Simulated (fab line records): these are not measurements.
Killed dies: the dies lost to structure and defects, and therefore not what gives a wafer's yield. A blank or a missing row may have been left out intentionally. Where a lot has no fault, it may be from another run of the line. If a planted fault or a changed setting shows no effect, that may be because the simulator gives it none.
fab line records    flow nand_harc
record: lots: 7  wafers: 19  last_day: 23
route steps=1159 shown A_CHANNEL_HOLE_D1@480 A_CHANNEL_FILL_D1@490 END@1159
lots with no fault: from the same line, run without faults
start_h: start of the lot's first displayed wafer, in hours after the record's first day    wait_h: hours elapsed since this lot's preceding step    " the same as in the row above    L1.1+2: a row that stands for several wafers    - no value, or no start given    * or withheld: withheld    < > ~ a bound
route shown NAME@n: names a module that has steps shown in the file, with the first one's number in the route    usual: the fault-free wafers' mean and standard deviation    same: alike in all rows    chamber/n: place in a boat    sites: readings site by site    _std_site: standard deviation of those values    _edge_site: the outer-site mean with the inner-site mean subtracted    radius_mm: for every site, how far away it sits from the centre of the wafer    mask NAME#n: copy n    behind: the last tool/chamber to shape the wafer    hold: the reason the lot was held/the length of the hold in hours/how it ended    device: names the non-switching transistor (n, p or np)    end of line: tests run on the same wafers once the route is complete    step lacking rows: just its recipe    killed: the dies lost at the first sort to structure and to defects; this is not the yield of the wafer    map: per-die view of a wafer (x killed, . not killed, _ where there is no die)
set.NAME: the setting that was run; set.NAME@STEP: the one run at that earlier step    model.NAME: the simulator's own value behind a step, which no gauge read
certain route steps with their lots: each step a table, each wafer a row
services: when a tool's chamber went out of use (start_h, in hours from the record's first day, below 0 if earlier), for how many hours, and the reason
== steps ==
step: NHARC_A_CHANNEL_HOLE_D1_STRIP_41
recipe: n2_flow_sccm: 150  h2_flow_sccm: 150  ar_flow_sccm: 0  bias_w: 0  chemistry: N2/H2
step: NHARC_A_CHANNEL_HOLE_D1_STRIP_42
recipe: cf4_flow_sccm: 100  chf3_flow_sccm: 30  ar_flow_sccm: 0  bias_w: 0  chemistry: CF4/CHF3
step: NHARC_A_CHANNEL_HOLE_D1_STRIP_43
recipe: o2_flow_sccm: 400  cos_flow_sccm: 20  ar_flow_sccm: 0  bias_w: 0  chemistry: O2/COS
step: NHARC_A_CHANNEL_HOLE_D1_ETCH_44
recipe: target_depth_a: 1400  overetch_a: 140  time_s: 77  ion_energy_ev: 100  cf4_flow_sccm: 80  o2_flow_sccm: 20  ar_flow_sccm: 0  rf_w: 300  bias_w: 100  chemistry: CF4/O2
usual: bias_w: 99.99/0.3  drypump_motor_current_A: 5.54/0.29  oes_product_au: 0.998/0.01  rf_vpp_V: 198.6/1.2  showerhead_plenum_p_Torr: 1.37/0.045  throttle_valve_pct: 13.397/0.01
lot.wafer  tool         chamber  start_h  wait_h  bias_w  drypump_motor_current_A  oes_product_au  rf_hours_counter_h  rf_vpp_V  showerhead_plenum_p_Torr  throttle_valve_pct
L646.1     rie_diel-09  0        187.86   0.1     100.27  5.56                     1.010           7                   200.0     1.39                      13.398
L646.6     "            3        "        "       99.29   5.48                     1.002           -                   199.2     1.41                      13.407
L646.5     "            0        "        "       99.83   5.57                     0.993           -                   198.0     1.39                      13.407
L647.3     rie_diel-09  1        191.55   0.1     100.31  5.56                     1.001           8                   197.6     1.33                      13.401
L647.4     "            3        "        "       99.78   5.50                     0.992           7                   198.2     1.41                      13.400
L647.5     "            2        "        "       99.71   6.06                     1.006           -                   197.8     1.35                      13.386
L655.3     rie_diel-09  0        235.17   0.1     100.17  5.55                     1.006           10                  199.4     1.39                      13.378
L655.5     "            2        "        "       100.15  6.07                     0.993           -                   197.7     1.35                      13.400
L655.6     "            3        "        "       100.36  5.49                     0.995           -                   200.1     1.41                      13.394
L654.6     rie_diel-10  1        235.39   0.1     100.20  5.44                     0.999           -                   196.2     1.31                      13.405
L654.5     "            3        "        "       100.11  5.30                     1.007           -                   196.9     1.30                      13.381
L656.5     rie_diel-10  1        254.66   0.1     100.44  5.41                     0.996           -                   197.7     1.31                      13.388
L656.6     "            2        "        "       100.20  4.96                     0.987           -                   199.8     1.44                      13.393
L660.1     rie_diel-10  0        274.19   0.1     99.78   5.55                     1.000           9                   199.1     1.33                      13.390
L660.4     "            1        "        "       100.39  5.43                     1.008           9                   196.9     1.31                      13.401
L660.6     "            2        "        "       100.16  4.94                     1.000           -                   200.3     1.44                      13.402
L668.3     rie_diel-09  0        313.76   0.1     100.52  5.59                     0.998           3                   199.4     1.39                      13.405
L668.1     "            1        "        "       100.01  5.51                     0.975           3                   198.9     1.33                      13.381
L668.6     "            0        "        "       100.28  5.58                     1.000           -                   199.4     1.39                      13.397
step: NHARC_A_CHANNEL_HOLE_D1_STRIP_27
recipe: o2_flow_sccm: 500  ar_flow_sccm: 0  bias_w: 0  chemistry: O2
usual: drypump_motor_current_A: 5.54/0.3  oes_product_au: 0.998/0.011  rf_vpp_V: 58.0/0.85  showerhead_plenum_p_Torr: 3.61/0.11  throttle_valve_pct: 17.036/0.0094
same: bias_w: 0
lot.wafer  tool         chamber  start_h  wait_h  drypump_motor_current_A  oes_product_au  rf_hours_counter_h  rf_vpp_V  showerhead_plenum_p_Torr  throttle_valve_pct
L646.1     rie_diel-09  3        -        -       5.50                     0.994           7                   57.6      3.72                      17.043
L646.5     "            1        "        "       5.60                     0.991           -                   57.7      3.53                      17.027
L646.6     "            2        "        "       6.05                     1.010           -                   59.0      3.57                      17.030
L647.4     rie_diel-09  3        -        -       5.50                     1.004           7                   58.0      3.72                      17.038
L647.3     "            0        "        "       5.58                     1.015           7                   57.7      3.67                      17.027
L647.5     "            3        "        "       5.50                     1.004           -                   56.6      3.72                      17.043
L655.3     rie_diel-09  2        -        -       6.08                     0.989           10                  57.9      3.57                      17.034
L655.6     "            2        "        "       6.08                     0.992           -                   57.7      3.57                      17.041
L655.5     "            3        "        "       5.50                     0.980           -                   58.3      3.72                      17.047
L654.5     rie_diel-10  1        -        -       5.44                     1.002           -                   57.4      3.48                      17.031
L654.6     "            0        "        "       5.58                     0.990           -                   58.0      3.52                      17.032
L656.6     rie_diel-10  2        -        -       4.97                     0.986           -                   59.5      3.79                      17.032
L656.5     "            3        "        "       5.31                     1.009           -                   57.0      3.43                      17.031
L660.1     rie_diel-10  2        -        -       4.96                     0.995           7                   57.4      3.79                      17.026
L660.4     "            0        "        "       5.55                     0.993           9                   57.5      3.52                      17.037
L660.6     "            3        "        "       5.34                     1.010           -                   57.2      3.43                      17.048
L668.3     rie_diel-09  3        -        -       5.49                     0.995           3                   59.2      3.71                      17.047
L668.1     "            0        "        "       5.59                     1.010           3                   59.9      3.67                      17.033
L668.6     "            1        "        "       5.60                     0.990           -                   57.5      3.52                      17.038
step: NHARC_A_CHANNEL_HOLE_D1_PRECLEAN_28
recipe: time_s: *  temp_c: 50  bath_age_min: 0  chemistry: SC1
step: NHARC_A_CHANNEL_HOLE_D1_SRD_29
step: NHARC_A_CHANNEL_HOLE_D1_CD_MEAS_30
usual: cd_nm: 90.3/1.5
lot.wafer  tool       chamber  start_h  wait_h  cd_nm
L646.1     cd_sem-02  -        188.65   -       89.5
L646.5     "          -        "        "       88.6
L646.6     "          -        "        "       90.3
L647.3     cd_sem-02  -        192.34   -       89.8
L647.4     "          -        "        "       88.0
L647.5     "          -        "        "       89.0
L655.3     cd_sem-02  -        235.96   -       90.4
L655.5     "          -        "        "       91.9
L655.6     "          -        "        "       88.7
L654.5     cd_sem-02  -        236.30   -       91.9
L654.6     "          -        "        "       90.2
L656.5     cd_sem-03  -        255.45   -       89.3
L656.6     "          -        "        "       89.9
L660.1     cd_sem-02  -        274.96   -       87.5
L660.4     "          -        "        "       88.7
L660.6     "          -        "        "       90.3
L668.1     cd_sem-02  -        314.56   -       90.7
L668.3     "          -        "        "       89.2
L668.6     "          -        "        "       91.8
step: NHARC_A_CHANNEL_HOLE_D1_XSEM_31
recipe: landing_energy_ev: 35000
usual: bot_cd_nm: 74.8/1.6  bow_nm: 8.5/0.31  tilt_deg: 0.07/0.042
lot.wafer  tool     chamber  start_h  wait_h  bot_cd_nm  bow_nm  tilt_deg
L646.1     xsem-01  0        188.74   0.1     73.1       8.6     0.10
L646.5     "        0        "        "       72.6       8.6     0.10
L646.6     "        0        "        "       74.0       8.6     0.10
L647.3     xsem-02  0        192.44   0.1     75.4       8.1     0.05
L647.4     "        0        "        "       73.9       7.9     0.04
L647.5     "        0        "        "       74.5       7.9     0.04
L655.3     xsem-01  0        236.04   0.1     76.3       8.6     0.09
L655.5     "        0        "        "       77.0       8.6     0.09
L655.6     "        0        "        "       74.0       8.6     0.09
L654.5     xsem-02  0        236.39   0.1     75.8       8.7     0.06
L654.6     "        0        "        "       73.9       8.8     0.06
L656.5     xsem-02  0        255.56   0.1     73.8       8.6     0.17
L656.6     "        0        "        "       74.5       8.7     0.17
L660.1     xsem-02  0        275.05   0.1     71.0       8.4     0.09
L660.4     "        0        "        "       73.1       8.5     0.09
L660.6     "        0        "        "       73.9       8.5     0.09
L668.1     xsem-01  0        314.65   0.1     73.8       8.7     -0.01
L668.3     "        0        "        "       72.5       8.7     -0.01
L668.6     "        0        "        "       74.8       8.8     -0.01
step: NHARC_A_CHANNEL_HOLE_D1_INSPECT_40
usual: raw_defect_count: 58/14
lot.wafer  tool               chamber  start_h  wait_h  raw_defect_count
L646.1     defect_inspect-01  -        188.83   -       62
L646.5     "                  -        "        "       47
L646.6     "                  -        "        "       79
L647.3     defect_inspect-02  -        192.53   -       37
L647.4     "                  -        "        "       59
L647.5     "                  -        "        "       48
L655.3     defect_inspect-02  -        236.14   -       41
L655.5     "                  -        "        "       59
L655.6     "                  -        "        "       54
L654.5     defect_inspect-02  -        236.48   -       64
L654.6     "                  -        "        "       61
L656.5     defect_inspect-02  -        255.65   -       62
L656.6     "                  -        "        "       77
L660.1     defect_inspect-01  -        275.15   -       48
L660.4     "                  -        "        "       61
L660.6     "                  -        "        "       60
L668.1     defect_inspect-01  -        314.75   -       77
L668.3     "                  -        "        "       50
L668.6     "                  -        "        "       80
step: NHARC_A_CHANNEL_FILL_D1_PRECLEAN_00
recipe: time_s: *  temp_c: 50  bath_age_min: 0  chemistry: SC1
step: NHARC_A_CHANNEL_FILL_D1_SRD_01
step: NHARC_A_CHANNEL_FILL_D1_ALD_02
recipe: target_thk_a: 60  pulse_time_s: 10  ald_cycles: 60  temp_c: 300  material: SiO2
usual: ald_cycles: 60/0  heater_power_w: 476/35  precursor_pulse_height_rel: 1.001/0.019
lot.wafer  tool       chamber  start_h  wait_h  ald_cycles  heater_power_w  precursor_pulse_height_rel
L646.1     ald_hk-04  2        189.03   -       60          450             1.051
L646.5     "          2        "        "       60          439             1.056
L646.6     "          3        "        "       60          465             0.977
L647.3     ald_hk-03  1        196.56   -       60          491             1.028
L647.4     "          2        "        "       60          522             1.011
L647.5     "          0        "        "       60          454             1.001
L655.3     ald_hk-04  3        236.48   -       60          455             1.040
L655.5     "          1        "        "       60          431             0.996
L655.6     "          2        "        "       65          431             1.004
L654.5     ald_hk-04  0        237.06   -       60          457             0.997
L654.6     "          1        "        "       65          441             0.962
L656.5     ald_hk-04  3        256.35   -       60          465             0.986
L656.6     "          0        "        "       65          470             0.990
L660.4     ald_hk-01  2        276.10   -       60          487             0.963
L660.1     "          3        "        "       60          484             1.015
L660.6     "          1        "        "       60          485             1.008
L668.3     ald_hk-01  1        315.74   -       60          496             1.005
L668.1     "          3        "        "       60          493             0.995
L668.6     "          2        "        "       60          474             0.997
step: NHARC_A_CHANNEL_FILL_D1_ALD_03
recipe: target_thk_a: 60  pulse_time_s: 60  ald_cycles: 58  temp_c: 630  pressure_torr: 2  material: SiNx
usual: ald_cycles: 58/0  chamber_pressure_Torr: 1.999/0.0045  precursor_pulse_height_rel: 1.003/0.017
lot.wafer  tool              chamber  start_h  wait_h  ald_cycles  chamber_pressure_Torr  precursor_pulse_height_rel
L646.1     ald_sin_batch-01  0        -        -       58          2.003                  0.990
L646.5     "                 0        "        "       58          1.998                  0.971
L646.6     "                 0        "        "       58          2.002                  0.980
L647.3     ald_sin_batch-02  0        -        -       58          2.003                  0.997
L647.4     "                 0        "        "       58          2.000                  1.019
L647.5     "                 0        "        "       58          2.002                  1.017
L654.5     ald_sin_batch-02  0        -        -       58          2.002                  0.981
L654.6     "                 0        "        "       58          1.997                  1.019
L655.3     ald_sin_batch-02  0        -        -       58          2.010                  1.008
L655.5     "                 0        "        "       58          2.009                  1.024
L655.6     "                 0        "        "       58          2.002                  0.971
L656.5     ald_sin_batch-01  0        -        -       58          1.989                  1.002
L656.6     "                 0        "        "       58          1.995                  1.017
L660.1     ald_sin_batch-01  0        -        -       58          1.998                  1.015
L660.4     "                 0        "        "       58          2.005                  1.000
L660.6     "                 0        "        "       58          1.996                  0.984
L668.1     ald_sin_batch-01  0        -        -       58          1.997                  1.034
L668.3     "                 0        "        "       58          2.004                  1.007
L668.6     "                 0        "        "       58          2.002                  0.997
step: NHARC_END_SORT_01
recipe: temp_c: 25
usual: killed_at_array: 27/9.9  killed_at_other: 0.5/0.76  killed_at_periphery: 3.4/2.2  killed_dies: 31/10  killed_open: 3.3/2  killed_short: 2.0/1.5
same: gross_dies: 677
lot.wafer  tool       chamber  start_h  wait_h  killed_at_array  killed_at_other  killed_at_periphery  killed_dies  killed_open  killed_short
L647.3     prober-02  0        447.72   3.1     15               0                4                    19           4            1
L647.4     prober-02  0        448.51   3.4     13               0                4                    17           3            1
L647.5     prober-02  0        449.31   3.7     18               0                4                    22           1            3
L646.1     prober-02  0        453.87   2.5     35               0                3                    38           7            0
L646.5     prober-02  0        457.07   3.7     33               2                3                    38           2            2
L646.6     prober-02  0        457.88   4.0     38               1                2                    41           2            2
L655.3     prober-01  0        494.43   3.1     14               0                1                    15           4            1
L655.5     prober-01  0        496.02   3.7     9                2                2                    13           3            3
L655.6     prober-01  0        496.81   4.0     12               1                7                    20           3            0
L654.5     prober-02  0        502.81   3.7     26               0                2                    28           2            3
L654.6     prober-02  0        503.61   4.0     31               0                1                    32           1            4
L656.5     prober-02  0        512.89   3.7     32               1                6                    39           1            3
L656.6     prober-02  0        513.70   4.1     39               1                5                    45           3            2
L660.1     prober-02  0        531.29   2.5     38               1                3                    42           4            3
L660.4     prober-02  0        533.68   3.4     38               1                1                    40           1            4
L660.6     prober-02  0        535.27   4.0     31               3                2                    36           4            2
L668.1     prober-01  0        558.06   2.5     44               1                2                    47           5            5
L668.3     prober-01  0        559.63   3.0     30               0                3                    33           2            0
L668.6     prober-01  0        561.98   3.9     54               0                5                    59           7            3
killed by level:class
L647.3 A_CHANNEL_HOLE_D1:chamber_film_flake=4 A_STAIRCASE:chamber_film_flake=3 A_CONTACT:chamber_film_flake=2 P_CONTACT:geometric_particle:open=1 A_SOURCE_PLATE:geometric_particle:open=1 A_CHANNEL_HOLE_D1:geometric_particle:open=1 A_CHANNEL_FILL_D1:geometric_particle:short=1 A_M0:geometric_particle:open=1
L647.4 A_CHANNEL_HOLE_D1:chamber_film_flake=8 P_CONTACT:geometric_particle:open=1 P_M0:geometric_particle:open=1 A_SOURCE_PLATE:geometric_particle:short=1 A_WL_FILL:geometric_particle:open=1 P_STI:chamber_film_flake=1 P_M2:chamber_film_flake=1 A_STAIRCASE:chamber_film_flake=1
L647.5 A_CHANNEL_HOLE_D1:chamber_film_flake=7 A_CONTACT:chamber_film_flake=4 A_WL_FILL:chamber_film_flake=3 P_M2:chamber_film_flake=2 P_BONDPAD:geometric_particle:short=1 A_CHANNEL_FILL_D1:geometric_particle:short=1 A_CONTACT:geometric_particle:short=1 A_CONTACT:geometric_particle:open=1
L646.1 A_CHANNEL_HOLE_D1:chamber_film_flake=14 A_STAIRCASE:chamber_film_flake=4 A_SLIT:chamber_film_flake=4 A_CONTACT:chamber_film_flake=4 A_ZERO_WELL:chamber_film_flake=3 P_GATE:geometric_particle:open=1 P_M0:geometric_particle:open=1 A_CHANNEL_HOLE_D1:geometric_particle:open=1
L646.5 A_SLIT:chamber_film_flake=16 A_CHANNEL_HOLE_D1:chamber_film_flake=10 P_CONTACT:geometric_particle:short=2 A_STAIRCASE:chamber_film_flake=2 THIN_TSV:chamber_film_flake=2 A_M0:geometric_particle:open=1 A_M1:geometric_particle:open=1 P_STI:chamber_film_flake=1
L646.6 A_CHANNEL_HOLE_D1:chamber_film_flake=13 A_SLIT:chamber_film_flake=11 A_SGD_CUT:chamber_film_flake=4 A_WL_FILL:chamber_film_flake=3 A_STAIRCASE:chamber_film_flake=2 A_CONTACT:chamber_film_flake=2 P_GATE:geometric_particle:open=1 A_CONTACT:geometric_particle:short=1
L655.3 A_CONTACT:chamber_film_flake=6 A_STAIRCASE:chamber_film_flake=2 A_SGD_CUT:geometric_particle:open=1 A_CONTACT:geometric_particle:short=1 A_CONTACT:geometric_particle:open=1 A_BLC:geometric_particle:open=1 A_M1:geometric_particle:open=1 P_STI:chamber_film_flake=1
L655.5 A_CHANNEL_HOLE_D1:chamber_film_flake=2 A_CONTACT:chamber_film_flake=2 P_CONTACT:geometric_particle:short=1 P_CONTACT:geometric_particle:open=1 A_SOURCE_PLATE:geometric_particle:short=1 A_CHANNEL_FILL_D1:geometric_particle:open=1 A_WL_FILL:geometric_particle:open=1 STARTING-WAFER:geometric_particle:short=1
L655.6 P_STI:chamber_film_flake=5 A_CHANNEL_HOLE_D1:chamber_film_flake=4 A_STAIRCASE:chamber_film_flake=3 A_CONTACT:chamber_film_flake=2 P_M0:geometric_particle:open=1 A_ONON_D1:geometric_particle:open=1 A_M0:geometric_particle:open=1 P_ZERO_WELL:chamber_film_flake=1
L654.5 A_CHANNEL_HOLE_D1:chamber_film_flake=17 A_WL_FILL:chamber_film_flake=3 A_STAIRCASE:chamber_film_flake=2 P_CONTACT:geometric_particle:short=1 P_M0:geometric_particle:open=1 A_CHANNEL_FILL_D1:geometric_particle:open=1 A_CHANNEL_FILL_D1:geometric_particle:short=1 A_WL_FILL:geometric_particle:short=1
L654.6 A_CHANNEL_HOLE_D1:chamber_film_flake=21 A_ONON_D1:geometric_particle:short=1 A_CHANNEL_FILL_D1:geometric_particle:open=1 A_WL_FILL:geometric_particle:short=1 A_CONTACT:geometric_particle:short=1 A_M1:geometric_particle:short=1 P_M1:chamber_film_flake=1 A_STAIRCASE:chamber_film_flake=1
L656.5 A_CHANNEL_HOLE_D1:chamber_film_flake=16 A_STAIRCASE:chamber_film_flake=11 P_GATE:chamber_film_flake=3 A_SLIT:chamber_film_flake=2 P_CONTACT:geometric_particle:open=1 P_M0:geometric_particle:short=1 A_ONON_D1:geometric_particle:short=1 A_WL_FILL:geometric_particle:short=1
L656.6 A_CHANNEL_HOLE_D1:chamber_film_flake=28 A_STAIRCASE:chamber_film_flake=8 P_M0:geometric_particle:open=2 P_GATE:chamber_film_flake=2 P_CONTACT:geometric_particle:open=1 A_SOURCE_PLATE:geometric_particle:short=1 A_WL_FILL:geometric_particle:short=1 A_SLIT:chamber_film_flake=1
L660.1 A_SLIT:chamber_film_flake=18 A_CHANNEL_HOLE_D1:chamber_film_flake=6 A_STAIRCASE:chamber_film_flake=4 A_CONTACT:geometric_particle:open=2 P_CONTACT:chamber_film_flake=2 A_ZERO_WELL:chamber_film_flake=2 A_CONTACT:chamber_film_flake=2 P_M0:geometric_particle:open=1
L660.4 A_SLIT:chamber_film_flake=15 A_CHANNEL_HOLE_D1:chamber_film_flake=8 A_CONTACT:chamber_film_flake=5 A_ONON_D1:geometric_particle:short=2 A_STAIRCASE:chamber_film_flake=2 A_SOURCE_PLATE:geometric_particle:short=1 A_CONTACT:geometric_particle:short=1 A_M0:geometric_particle:open=1
L660.6 A_SLIT:chamber_film_flake=14 A_CHANNEL_HOLE_D1:chamber_film_flake=6 A_CONTACT:chamber_film_flake=4 THIN_TSV:chamber_film_flake=3 A_STAIRCASE:chamber_film_flake=2 P_M0:geometric_particle:short=1 P_M0:geometric_particle:open=1 A_ONON_D1:geometric_particle:open=1
L668.1 A_SLIT:chamber_film_flake=17 A_CHANNEL_HOLE_D1:chamber_film_flake=10 A_STAIRCASE:chamber_film_flake=6 A_ONON_D1:geometric_particle:short=2 A_CONTACT:chamber_film_flake=2 A_SOURCE_PLATE:geometric_particle:short=1 A_CHANNEL_FILL_D1:geometric_particle:open=1 A_CHANNEL_FILL_D1:geometric_particle:short=1
L668.3 A_SLIT:chamber_film_flake=19 A_CHANNEL_HOLE_D1:chamber_film_flake=6 A_STAIRCASE:chamber_film_flake=2 P_GATE:geometric_particle:open=1 A_BLC:geometric_particle:open=1 P_STI:chamber_film_flake=1 P_M2:chamber_film_flake=1 A_CHANNEL_FILL_D1:chamber_film_flake=1
L668.6 A_SLIT:chamber_film_flake=21 A_STAIRCASE:chamber_film_flake=13 A_CHANNEL_HOLE_D1:chamber_film_flake=8 A_CONTACT:chamber_film_flake=3 A_BLC:geometric_particle:open=2 P_GATE:chamber_film_flake=2 P_STI:geometric_particle:open=1 A_CHANNEL_HOLE_D1:geometric_particle:open=1
== services ==
tool         chamber  start_h  hours  kind
rie_diel-10  -        176.57   9.0    pm
rie_diel-09  2        179.54   1.7    repair
rie_diel-09  0        184.12   -      clean
rie_diel-09  1        184.12   -      clean
rie_diel-09  2        184.12   -      clean
rie_diel-09  3        184.12   -      clean
ald_hk-04    -        190.81   10.0   pm
rie_diel-09  0        208.62   -      clean
rie_diel-09  1        208.62   -      clean
rie_diel-09  2        208.62   -      clean
rie_diel-09  3        208.62   -      clean
rie_diel-10  2        232.20   1.2    repair
rie_diel-09  0        233.12   -      clean
rie_diel-09  1        233.12   -      clean
rie_diel-09  2        233.12   -      clean
rie_diel-09  3        233.12   -      clean
rie_diel-10  2        234.85   4.8    repair
rie_diel-09  3        253.21   4.4    repair
rie_diel-09  -        254.17   9.0    pm
rie_diel-09  0        254.17   9.0    vent_cycle
rie_diel-09  1        254.17   9.6    vent_cycle
rie_diel-09  2        254.17   9.0    vent_cycle
rie_diel-10  3        276.62   10.2   repair
xsem-02      -        302.00   14.0   pm
== key ==
first_sign: step: NHARC_A_CHANNEL_FILL_D1_ALD_02  reading: ald_cycles  direction: up  sigmas: 99+  usual: 60  struck: 65
effect none on later readings
met_at NHARC_A_CHANNEL_FILL_D1_ALD_02
struck_wafers L654.6,L655.6,L656.6
tester_left_out L654,L655,L656
onset_between 189.03 236.48
fault: kind: process_parameter_drift  tool: ald_hk-04  chamber: -  onset_h: 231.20  steps: NHARC_A_CHANNEL_FILL_D1_ALD_02  channel: ald_cycles  offset: 5  shape: step  end_h: 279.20  scope: struck_wafers_only  acts_in: these_recipes_only  stated: 60
tester_left_out: of these lots the tester's yield and bins aren't shown, on N5 and GAA mostly nor the transistor test; their killed dies are dies lost to structure and defects alone, not to doping, threshold or leakage, so they don't give the yield
